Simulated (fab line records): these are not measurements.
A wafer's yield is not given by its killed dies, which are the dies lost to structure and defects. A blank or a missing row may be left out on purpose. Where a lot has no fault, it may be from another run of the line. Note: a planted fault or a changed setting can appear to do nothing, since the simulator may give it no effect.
Chamber matching || flow nand_harc || 4 sister chambers for NHARC_A_CHANNEL_HOLE_D2_ETCH_44 on rie_diel-05
The step etches the open film in CF4/O2, target depth 140 nm, overetch 14 nm, time 77 s. 14 wafers are shown with their chamber, then 7 later ones without.

## WAFERS PAIRED WITH THEIR CHAMBERS
{"wafer": "L079.2", "chamber": 1, "showerhead_plenum_p_Torr (Torr)": 1.40, "drypump_motor_current_A (A)": 5.3, "rf_vpp_V (V)": 199.3}
{"wafer": "L079.5", "chamber": 0, "showerhead_plenum_p_Torr (Torr)": 1.37, "drypump_motor_current_A (A)": 5.8, "rf_vpp_V (V)": 198.9}
{"wafer": "L079.6", "chamber": 1, "showerhead_plenum_p_Torr (Torr)": 1.40, "drypump_motor_current_A (A)": 5.3, "rf_vpp_V (V)": 198.0}
{"wafer": "L084.1", "chamber": 2, "showerhead_plenum_p_Torr (Torr)": 1.41, "drypump_motor_current_A (A)": 5.5, "rf_vpp_V (V)": 199.6}
{"wafer": "L084.3", "chamber": 0, "showerhead_plenum_p_Torr (Torr)": 1.37, "drypump_motor_current_A (A)": 5.8, "rf_vpp_V (V)": 198.5}
{"wafer": "L084.5", "chamber": 3, "showerhead_plenum_p_Torr (Torr)": 1.27, "drypump_motor_current_A (A)": 6.2, "rf_vpp_V (V)": 196.8}
{"wafer": "L087.1", "chamber": 3, "showerhead_plenum_p_Torr (Torr)": 1.27, "drypump_motor_current_A (A)": 6.1, "rf_vpp_V (V)": 197.7}
{"wafer": "L087.4", "chamber": 0, "showerhead_plenum_p_Torr (Torr)": 1.37, "drypump_motor_current_A (A)": 5.8, "rf_vpp_V (V)": 196.9}
{"wafer": "L087.6", "chamber": 3, "showerhead_plenum_p_Torr (Torr)": 1.27, "drypump_motor_current_A (A)": 6.1, "rf_vpp_V (V)": 194.9}
{"wafer": "L089.2", "chamber": 1, "showerhead_plenum_p_Torr (Torr)": 1.40, "drypump_motor_current_A (A)": 5.3, "rf_vpp_V (V)": 199.6}
{"wafer": "L089.3", "chamber": 0, "showerhead_plenum_p_Torr (Torr)": 1.36, "drypump_motor_current_A (A)": 5.8, "rf_vpp_V (V)": 199.4}
{"wafer": "L089.6", "chamber": 0, "showerhead_plenum_p_Torr (Torr)": 1.37, "drypump_motor_current_A (A)": 5.8, "rf_vpp_V (V)": 198.8}
{"wafer": "L090.1", "chamber": 3, "showerhead_plenum_p_Torr (Torr)": 1.27, "drypump_motor_current_A (A)": 6.1, "rf_vpp_V (V)": 197.1}
{"wafer": "L090.3", "chamber": 0, "showerhead_plenum_p_Torr (Torr)": 1.37, "drypump_motor_current_A (A)": 5.8, "rf_vpp_V (V)": 197.5}

SIGNATURES (means of the wafers above)
{"reading": "showerhead_plenum_p_Torr", "chamber 0": 1.3683, "chamber 1": 1.4000, "chamber 2": 1.4100, "chamber 3": 1.2700, "scatter within a chamber": 0.00289}
{"reading": "drypump_motor_current_A", "chamber 0": 5.800, "chamber 1": 5.300, "chamber 2": 5.500, "chamber 3": 6.125, "scatter within a chamber": 0.0274}
{"reading": "rf_vpp_V", "chamber 0": 198.333, "chamber 1": 198.967, "chamber 2": 199.600, "chamber 3": 196.625, "scatter within a chamber": 1.01}
Rule: a wafer's distance from a chamber is the root of the sum, over the readings, of the square of ((its reading less the chamber's mean) divided by the reading's scatter). If the next closest chamber is less than 2 further off than the closest, the wafer can't be placed; otherwise it belongs to the closest. The scatter: take each reading less its chamber's mean, square it, sum over the shown wafers, divide by the number of wafers less the number of chambers, and take the root.

## WAFERS WITHOUT THEIR CHAMBER
{"wafer": "L090.6", "showerhead_plenum_p_Torr (Torr)": 1.27, "drypump_motor_current_A (A)": 6.1, "rf_vpp_V (V)": 196.6}
{"wafer": "L094.1", "showerhead_plenum_p_Torr (Torr)": 1.36, "drypump_motor_current_A (A)": 5.8, "rf_vpp_V (V)": 198.2}
{"wafer": "L094.3", "showerhead_plenum_p_Torr (Torr)": 1.27, "drypump_motor_current_A (A)": 6.2, "rf_vpp_V (V)": 195.5}
{"wafer": "L094.4", "showerhead_plenum_p_Torr (Torr)": 1.40, "drypump_motor_current_A (A)": 5.3, "rf_vpp_V (V)": 199.6}
{"wafer": "L095.3", "showerhead_plenum_p_Torr (Torr)": 1.40, "drypump_motor_current_A (A)": 5.3, "rf_vpp_V (V)": 198.7}
{"wafer": "L095.4", "showerhead_plenum_p_Torr (Torr)": 1.36, "drypump_motor_current_A (A)": 5.8, "rf_vpp_V (V)": 198.5}
{"wafer": "L095.6", "showerhead_plenum_p_Torr (Torr)": 1.41, "drypump_motor_current_A (A)": 5.5, "rf_vpp_V (V)": 199.7}

## THE CHAMBER EACH PASSED THROUGH
{"wafer": "L090.6", "from the rows above": 3, "in truth": 3}
{"wafer": "L094.1", "from the rows above": 0, "in truth": 0}
{"wafer": "L094.3", "from the rows above": 3, "in truth": 3}
{"wafer": "L094.4", "from the rows above": 1, "in truth": 1}
{"wafer": "L095.3", "from the rows above": 1, "in truth": 1}
{"wafer": "L095.4", "from the rows above": 0, "in truth": 0}
{"wafer": "L095.6", "from the rows above": 2, "in truth": 2}
Correct placement for 7 of the 7. Left unplaced by these rows: 0. Number placed wrongly: 0.
